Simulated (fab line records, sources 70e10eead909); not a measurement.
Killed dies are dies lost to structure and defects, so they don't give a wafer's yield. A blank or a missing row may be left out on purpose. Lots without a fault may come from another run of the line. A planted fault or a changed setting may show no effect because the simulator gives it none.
Chamber matching | flow nand_harc | NHARC_A_BLC_ETCH_16 on rie_diel-10: 4 sister chambers
The step etches the open film in CF4, target depth 39 nm, time 65 s. 8 wafers are shown with their chamber, then 6 later ones without.

WAFERS WITH THEIR CHAMBER
wafer  | chamber | showerhead_plenum_p_Torr (Torr) | oes_product_au (a.u.)
L868.2 | 3       | 1.70                            | 0.990
L870.3 | 0       | 1.72                            | 0.992
L873.6 | 1       | 1.75                            | 0.999
L875.3 | 2       | 1.77                            | 0.983
L875.5 | 0       | 1.71                            | 1.003
L875.6 | 1       | 1.75                            | 0.998
L876.1 | 3       | 1.70                            | 0.988
L876.4 | 2       | 1.77                            | 0.991

WAFERS WITHOUT THEIR CHAMBER
wafer  | showerhead_plenum_p_Torr (Torr) | oes_product_au (a.u.)
L876.5 | 1.71                            | 0.999
L879.2 | 1.77                            | 0.992
L879.3 | 1.69                            | 0.990
L879.5 | 1.75                            | 1.011
L886.1 | 1.69                            | 0.995
L885.1 | 1.77                            | 1.003

WHICH CHAMBER EACH WENT THROUGH
wafer  | from the rows above | in truth
L876.5 | 0                   | 0
L879.2 | 2                   | 2
L879.3 | 3                   | 3
L879.5 | 1                   | 1
L886.1 | 3                   | 3
L885.1 | 2                   | 2
Placed correctly: 6 of 6. Can't be placed from these rows: 0. Placed wrongly: 0.
How it was worked out, from the rows above alone: a wafer's distance from a chamber is the root of the sum, over the readings, of the square of ((its reading less the chamber's mean) divided by the reading's scatter). The wafer belongs to the nearest chamber; if the next one is less than 2 further off, it can't be placed. A chamber's mean is the mean of its shown wafers. The scatter: the root of (the sum of the squares of (reading less its chamber's mean) over the shown wafers, divided by (wafers less chambers)).
